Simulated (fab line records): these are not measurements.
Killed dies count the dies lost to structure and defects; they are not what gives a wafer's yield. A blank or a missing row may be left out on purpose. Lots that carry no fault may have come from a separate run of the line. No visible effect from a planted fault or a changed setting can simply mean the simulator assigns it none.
fab line records	flow nand_harc
record lots=13	wafers=39	last_day=34
route steps=1302 shown A_M1@1186 A_BONDPAD@1221 END@1302
lots that met no fault: taken from a fault-free run of the same line
start_h: hours from the record's first day to the start of the lot's first wafer shown	wait_h: hours from the lot's prior step to this one	" as in the row above	L1.1+2: a row that stands for several wafers	- value missing, or start not given	* or withheld: withheld	< > ~ a bound
route shown NAME@n: names a module that has steps shown in the file, with the first one's number in the route	usual: mean/standard deviation of fault-free wafers	same: alike in all rows	chamber/n: place in a boat	sites: per-site readings	_std_site: their standard deviation	_edge_site: the outer-site mean with the inner-site mean subtracted	radius_mm: for every site, how far away it sits from the centre of the wafer	mask NAME#n: copy n	behind: the tool/chamber that last shaped the wafer	hold: reason for holding the lot/hours on hold/outcome of the hold	device: the transistor (n, p or np) that didn't switch	end of line: the same wafers' tests at the end of the route	for a step that has no rows: nothing shown but its recipe	killed: not the wafer's yield, but the dies lost to structure and defects at the first sort	map: per-die view of a wafer (x killed, . not killed, _ where there is no die)
set.NAME: the setting that was run; set.NAME@STEP: the one run at that earlier step	model.NAME: the simulator's own value behind a step, which no gauge read
the route's steps for a sample of lots (tables are steps, rows are wafers)
services: the hour from which a tool's chamber was out of use, counted from the record's first day as start_h (under 0 if before that day), plus the number of hours and why
## steps
# step NHARC_A_M1_STRIP_18
# recipe power_w=1000	n2_flow_sccm=150	h2_flow_sccm=150	ar_flow_sccm=0	bias_w=0	chemistry=N2/H2
# usual drypump_motor_current_A=5.73/0.27	oes_product_au=1.006/0.0075	rf_vpp_V=90.6/0.92	showerhead_plenum_p_Torr=2.05/0.097	throttle_valve_pct=14.171/0.0085
lot.wafer	tool	chamber	start_h	wait_h	drypump_motor_current_A	oes_product_au	rf_hours_counter_h	rf_vpp_V	showerhead_plenum_p_Torr	throttle_valve_pct
L396.3	rie_diel-03	1	520.84	0.1	5.77	0.999	1.1	90.3	2.04	14.157
L396.6	"	1	"	"	5.75	1.008	-	90.5	2.04	14.187
L396.5	"	2	"	"	5.58	0.999	-	90.2	2.18	14.163
L398.2	rie_diel-08	0	531.66	0.1	5.43	1.006	9.1	91.2	2.08	14.173
L398.3	"	2	"	"	5.99	1.008	11.7	90.2	1.91	14.183
L398.6	"	1	"	"	5.41	1.001	-	91.5	2.13	14.178
L397.2	rie_diel-10	2	534.13	0.1	5.60	1.011	4.6	91.6	2.18	14.168
L397.6	"	0	"	"	6.24	0.997	-	90.2	1.92	14.170
L397.5	"	1	"	"	5.72	1.009	-	90.7	2.09	14.176
L401.3	rie_diel-08	2	560.52	0.1	5.99	1.018	0.3	90.0	1.91	14.165
L401.1	"	0	"	"	5.41	1.008	0.2	91.7	2.08	14.156
L401.5	"	2	"	"	6.00	1.015	-	90.5	1.91	14.176
L402.3	rie_diel-08	1	596.20	0.1	5.38	1.002	2.0	90.9	2.13	14.175
L402.1	"	2	"	"	6.01	1.023	2.7	90.8	1.91	14.163
L402.2	"	0	"	"	5.43	0.991	2.1	90.6	2.08	14.171
L405.2	rie_diel-03	1	602.66	0.1	5.75	1.006	2.4	89.8	2.04	14.170
L405.4	"	3	"	"	5.69	1.019	2.3	90.2	1.93	14.175
L405.5	"	1	"	"	5.76	1.007	-	90.5	2.04	14.160
L403.1	rie_diel-10	0	607.97	0.1	6.26	1.005	0.0	89.6	1.92	14.157
L403.3	"	2	"	"	5.61	1.007	0.0	92.3	2.18	14.176
L403.6	"	0	"	"	6.22	1.001	-	88.9	1.92	14.176
L407.4	rie_diel-03	2	612.78	0.1	5.56	1.009	2.8	90.7	2.18	14.176
L407.3	"	0	"	"	5.75	1.000	3.1	90.3	2.18	14.178
L407.2	"	1	"	"	5.77	0.993	3.0	90.6	2.04	14.169
L404.2	rie_diel-03	1	616.02	0.1	5.79	0.999	3.1	90.7	2.04	14.170
L404.4	"	2	"	"	5.57	1.004	2.9	91.0	2.18	14.162
L404.6	"	1	"	"	5.78	0.995	-	91.0	2.04	14.169
L406.4	rie_diel-10	3	616.32	0.1	5.38	1.011	0.5	91.4	2.05	14.176
L406.1	"	0	"	"	6.20	1.016	1.0	90.6	1.92	14.149
L406.2	"	2	"	"	5.58	1.000	0.5	92.1	2.18	14.183
L416.4	rie_diel-03	3	722.04	0.1	5.67	1.016	1.7	88.6	1.93	14.162
L416.3	"	0	"	"	5.76	1.011	1.5	91.8	2.18	14.191
L416.6	"	2	"	"	5.57	1.004	-	91.8	2.18	14.194
L417.4	rie_diel-03	0	730.72	0.1	5.75	0.998	1.8	90.7	2.18	14.159
L417.1	"	2	"	"	5.58	1.001	1.8	90.8	2.18	14.170
L417.5	"	0	"	"	5.78	1.011	-	90.9	2.18	14.181
L418.2	rie_diel-10	3	787.67	0.1	5.38	1.004	0.1	90.2	2.04	14.174
L418.3	"	0	"	"	6.20	1.003	0.1	89.4	1.92	14.161
L418.6	"	0	"	"	6.17	1.000	-	90.3	1.92	14.156
# step NHARC_A_M1_THK_MEAS_24
# recipe thk_meas_gauge=xrf
# usual thk_nm=154.4/1.6
lot.wafer	tool	chamber	start_h	wait_h	thk_nm
L396.3	film_metro-02	-	522.91	-	157.7
L396.5	"	-	"	"	154.8
L396.6	"	-	"	"	153.6
L398.2	film_metro-02	-	533.74	-	155.7
L398.3	"	-	"	"	156.4
L398.6	"	-	"	"	154.4
L397.2	film_metro-01	-	536.14	-	154.1
L397.5	"	-	"	"	155.2
L397.6	"	-	"	"	155.0
L401.1	film_metro-02	-	562.57	-	153.1
L401.3	"	-	"	"	154.4
L401.5	"	-	"	"	155.3
L402.1	film_metro-02	-	598.22	-	152.7
L402.2	"	-	"	"	155.0
L402.3	"	-	"	"	154.3
L405.2	film_metro-02	-	604.70	-	151.8
L405.4	"	-	"	"	152.1
L405.5	"	-	"	"	156.1
L403.1	film_metro-02	-	610.03	-	152.6
L403.3	"	-	"	"	154.0
L403.6	"	-	"	"	153.4
L407.2	film_metro-01	-	614.82	-	151.6
L407.3	"	-	"	"	154.3
L407.4	"	-	"	"	153.7
L404.2	film_metro-01	-	618.07	-	154.8
L404.4	"	-	"	"	154.2
L404.6	"	-	"	"	153.6
L406.1	film_metro-01	-	618.37	-	154.1
L406.2	"	-	"	"	152.9
L406.4	"	-	"	"	152.9
L416.3	film_metro-02	-	724.07	-	154.7
L416.4	"	-	"	"	154.5
L416.6	"	-	"	"	155.6
L417.1	film_metro-02	-	732.76	-	153.7
L417.4	"	-	"	"	156.2
L417.5	"	-	"	"	154.8
L418.2	film_metro-01	-	789.78	-	154.1
L418.3	"	-	"	"	153.7
L418.6	"	-	"	"	152.7
# step NHARC_A_BONDPAD_CD_MEAS_13
# usual cd_nm=498.9/1.4
lot.wafer	tool	chamber	start_h	wait_h	cd_nm
L396.3	cd_sem-01	-	525.54	-	502.4
L396.5	"	-	"	"	499.6
L396.6	"	-	"	"	498.2
L398.2	cd_sem-01	-	536.35	-	497.7
L398.3	"	-	"	"	497.6
L398.6	"	-	"	"	500.6
L397.2	cd_sem-02	-	538.68	-	499.5
L397.5	"	-	"	"	498.8
L397.6	"	-	"	"	501.3
L401.1	cd_sem-01	-	565.05	-	498.4
L401.3	"	-	"	"	497.2
L401.5	"	-	"	"	497.8
L402.1	cd_sem-03	-	600.90	-	499.4
L402.2	"	-	"	"	499.7
L402.3	"	-	"	"	499.7
L405.2	cd_sem-02	-	607.21	-	498.1
L405.4	"	-	"	"	498.7
L405.5	"	-	"	"	496.3
L403.1	cd_sem-01	-	612.52	-	498.2
L403.3	"	-	"	"	497.1
L403.6	"	-	"	"	498.1
L407.2	cd_sem-03	-	617.30	-	499.3
L407.3	"	-	"	"	500.0
L407.4	"	-	"	"	500.2
L404.2	cd_sem-01	-	620.60	-	499.2
L404.4	"	-	"	"	499.9
L404.6	"	-	"	"	498.3
L406.1	cd_sem-01	-	620.98	-	497.0
L406.2	"	-	"	"	496.7
L406.4	"	-	"	"	498.3
L416.3	cd_sem-03	-	726.68	-	498.9
L416.4	"	-	"	"	500.5
L416.6	"	-	"	"	499.6
L417.1	cd_sem-01	-	735.53	-	498.6
L417.4	"	-	"	"	499.9
L417.5	"	-	"	"	498.9
L418.2	cd_sem-03	-	792.40	-	499.5
L418.3	"	-	"	"	497.9
L418.6	"	-	"	"	498.4
# step NHARC_A_BONDPAD_ECD_18
# recipe target_thk_a=4000	bath_temp_c=25	material=Cu
lot.wafer	tool	chamber	start_h	wait_h
L396.3+6+5	ecd_cu-02	0,0,1	526.71	-
L398.2+3+6	ecd_cu-01	1	537.34	-
L397.2+6+5	ecd_cu-01	0,0,1	539.71	-
L401.1+3+5	ecd_cu-01	1	566.03	-
L402.2+1+3	ecd_cu-01	1,0,1	601.88	-
L405.2+4+5	ecd_cu-02	1,0,1	608.19	-
L403.1+3+6	ecd_cu-02	0,0,1	613.51	-
L407.2+3+4	ecd_cu-02	1,1,0	618.28	-
L404.2+4+6	ecd_cu-02	0,0,1	621.64	-
L406.1+2+4	ecd_cu-02	0,1,0	621.97	-
L416.3+4+6	ecd_cu-02	1,0,1	727.96	-
L417.1+4+5	ecd_cu-02	0,0,1	736.51	-
L418.2+3+6	ecd_cu-01	1,1,0	793.43	-
# step NHARC_END_SORT_01
# recipe temp_c=25
# usual defect_limited_yield=90.8/2.2	killed_at_array=58/15	killed_at_other=0.8/1.2	killed_at_periphery=3.5/2.5	killed_dies=62/15	killed_open=3.2/1.7	killed_short=2.4/1.5
# same gross_dies=677
lot.wafer	tool	chamber	start_h	wait_h	defect_limited_yield[%]	killed_at_array	killed_at_other	killed_at_periphery	killed_dies	killed_open	killed_short
L402.1	prober-02	0	631.57	2.5	94.7	35	0	1	36	1	0
L402.2	prober-02	0	632.38	2.8	91.9	52	0	3	55	1	0
L402.3	prober-02	0	633.18	3.1	92.9	48	0	0	48	4	1
L407.2	prober-01	0	647.98	2.8	0	667	0	10	677	3	2
L407.3	prober-01	0	648.78	3.1	92.5	46	0	5	51	5	2
L407.4	prober-01	0	649.58	3.4	93.1	40	1	6	47	2	1
L404.2	prober-02	0	652.74	2.8	0	670	4	3	677	3	3
L404.4	prober-02	0	654.33	3.4	86.4	86	4	2	92	4	4
L404.6	prober-02	0	655.91	4.0	87.7	77	2	4	83	3	5
L406.1	prober-01	0	655.04	2.6	94.2	34	1	4	39	2	2
L406.2	prober-01	0	655.84	2.8	0	668	1	8	677	2	2
L406.4	prober-01	0	657.44	3.4	93.4	38	0	7	45	2	2
# killed by level:class
L402.1 A_SLIT:chamber_film_flake=20 A_CHANNEL_HOLE_D2:chamber_film_flake=8 A_CONTACT:chamber_film_flake=3 P_GATE:geometric_particle:open=1 A_ZERO_WELL:chamber_film_flake=1 A_CHANNEL_HOLE_D1:chamber_film_flake=1 A_CHANNEL_FILL_D1:chamber_film_flake=1 A_STAIRCASE:chamber_film_flake=1
L402.2 A_SLIT:chamber_film_flake=30 A_CHANNEL_HOLE_D2:chamber_film_flake=11 A_CHANNEL_HOLE_D1:chamber_film_flake=4 A_CONTACT:chamber_film_flake=3 P_GATE:chamber_film_flake=2 A_WL_FILL:chamber_film_flake=2 P_CONTACT:geometric_particle:open=1 A_CHANNEL_FILL_D1:chamber_film_flake=1
L402.3 A_SLIT:chamber_film_flake=22 A_CHANNEL_HOLE_D2:chamber_film_flake=9 A_CONTACT:chamber_film_flake=5 A_STAIRCASE:chamber_film_flake=3 A_BLC:geometric_particle:open=2 A_ONON_D1:geometric_particle:open=1 A_CHANNEL_HOLE_D1:geometric_particle:short=1 A_WL_FILL:geometric_particle:open=1
L407.2 A_BONDPAD:area_ecd=620 A_SLIT:chamber_film_flake=35 P_M2:chamber_film_flake=7 A_CONTACT:chamber_film_flake=4 A_CHANNEL_HOLE_D1:chamber_film_flake=2 A_DECK1_JOINT:chamber_film_flake=2 A_STAIRCASE:chamber_film_flake=2 P_STI:geometric_particle:short=1
L407.3 A_SLIT:chamber_film_flake=26 A_CHANNEL_HOLE_D1:chamber_film_flake=6 A_STAIRCASE:chamber_film_flake=3 A_CONTACT:chamber_film_flake=3 P_M2:chamber_film_flake=2 P_CONTACT:geometric_particle:short=1 P_M1:geometric_particle:open=1 A_SOURCE_PLATE:geometric_particle:short=1
L407.4 A_SLIT:chamber_film_flake=29 A_CHANNEL_HOLE_D1:chamber_film_flake=5 P_M2:chamber_film_flake=3 P_M0:geometric_particle:open=2 A_CONTACT:chamber_film_flake=2 A_CHANNEL_HOLE_D1:geometric_particle:short=1 P_STI:chamber_film_flake=1 A_DECK1_JOINT:chamber_film_flake=1
L404.2 A_BONDPAD:area_ecd=606 A_SLIT:chamber_film_flake=24 A_CHANNEL_HOLE_D1:chamber_film_flake=22 A_CONTACT:chamber_film_flake=8 A_CHANNEL_HOLE_D2:chamber_film_flake=3 THIN_TSV:chamber_film_flake=3 P_M0:geometric_particle:open=1 A_ONON_D1:geometric_particle:open=1
L404.4 A_SLIT:chamber_film_flake=36 A_CHANNEL_HOLE_D1:chamber_film_flake=23 A_CHANNEL_HOLE_D2:chamber_film_flake=11 A_CONTACT:chamber_film_flake=5 THIN_TSV:chamber_film_flake=4 A_STAIRCASE:chamber_film_flake=3 A_WL_FILL:geometric_particle:short=2 P_M0:geometric_particle:open=1
L406.1 A_CHANNEL_HOLE_D2:chamber_film_flake=14 A_CHANNEL_HOLE_D1:chamber_film_flake=8 P_GATE:chamber_film_flake=3 A_STAIRCASE:chamber_film_flake=2 A_SLIT:chamber_film_flake=2 A_CHANNEL_FILL_D1:geometric_particle:open=1 A_CHANNEL_FILL_D1:geometric_particle:short=1 A_CHANNEL_HOLE_D2:geometric_particle:short=1
L406.2 A_BONDPAD:area_ecd=636 A_CHANNEL_HOLE_D2:chamber_film_flake=16 A_CHANNEL_HOLE_D1:chamber_film_flake=5 P_STI:chamber_film_flake=3 P_M0:geometric_particle:open=2 P_GATE:chamber_film_flake=2 A_CHANNEL_FILL_D1:chamber_film_flake=2 A_STAIRCASE:chamber_film_flake=2
L404.6 A_SLIT:chamber_film_flake=26 A_CHANNEL_HOLE_D1:chamber_film_flake=24 A_CHANNEL_HOLE_D2:chamber_film_flake=8 A_CONTACT:chamber_film_flake=7 A_BONDPAD:chamber_film_flake=4 A_DECK1_JOINT:geometric_particle:short=3 P_BONDPAD:chamber_film_flake=2 THIN_TSV:chamber_film_flake=2
L406.4 A_CHANNEL_HOLE_D2:chamber_film_flake=14 A_CHANNEL_HOLE_D1:chamber_film_flake=8 P_GATE:chamber_film_flake=6 A_SLIT:chamber_film_flake=4 A_CONTACT:chamber_film_flake=3 A_CHANNEL_FILL_D2:chamber_film_flake=2 P_M0:geometric_particle:open=1 A_CHANNEL_HOLE_D1:geometric_particle:short=1
## services
tool	chamber	start_h	hours	kind
rie_diel-03	3	499.38	10.6	repair
ecd_cu-01	-	512.25	8.0	pm
rie_diel-08	2	543.72	8.3	repair
rie_diel-08	-	544.80	9.0	pm
rie_diel-03	2	571.53	16.5	repair
rie_diel-03	-	581.51	0.2	repair
rie_diel-03	3	584.47	3.3	repair
ecd_cu-02	-	596.00	8.0	pm
rie_diel-10	-	596.50	9.0	pm
rie_diel-08	2	610.05	13.6	repair
rie_diel-08	0	619.22	10.3	repair
rie_diel-10	2	619.67	6.2	repair
ecd_cu-01	-	620.96	1.1	repair
ecd_cu-01	-	631.71	1.0	repair
ecd_cu-02	-	632.34	5.1	repair
rie_diel-03	-	635.47	9.0	pm
ecd_cu-01	-	688.25	8.0	pm
rie_diel-03	2	725.61	2.5	repair
rie_diel-10	0	743.62	16.5	repair
ecd_cu-02	-	772.00	8.0	pm
rie_diel-10	-	773.50	9.0	pm
rie_diel-03	2	775.93	2.8	repair
rie_diel-10	2	786.25	7.6	repair
rie_diel-03	3	793.12	1.6	repair
## key
first_sign step=NHARC_END_SORT_01	reading=defect_limited_yield	direction=down	sigmas=42	usual=90.8	struck=0
effect step=NHARC_END_SORT_01	reading=killed_dies	direction=up	sigmas=42	usual=62	struck=677
more_kills_born_at NHARC_A_BONDPAD_ECD_18@ecd_cu-02=1862
met_at NHARC_A_BONDPAD_ECD_18
struck_lots L404,L406,L407
struck_wafers L404.2,L406.2,L407.2
later_rows_left_out L404.2,L406.2,L407.2
not_acting_at NHARC_A_M1_STRIP_18,NHARC_A_M1_THK_MEAS_24,NHARC_A_BONDPAD_CD_MEAS_13
onset_between 613.51 618.28
fault kind=process_parameter_drift	tool=ecd_cu-02	chamber=-	onset_h=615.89	steps=NHARC_A_BONDPAD_ECD_18	channel=target_thk_a	offset=*	shape=step	end_h=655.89	scope=struck_wafers_only	acts_in=*	stated=*
# later_rows_left_out: the simulator's readings of these wafers behind a module that went badly wrong aren't trusted and aren't shown, but for the sort
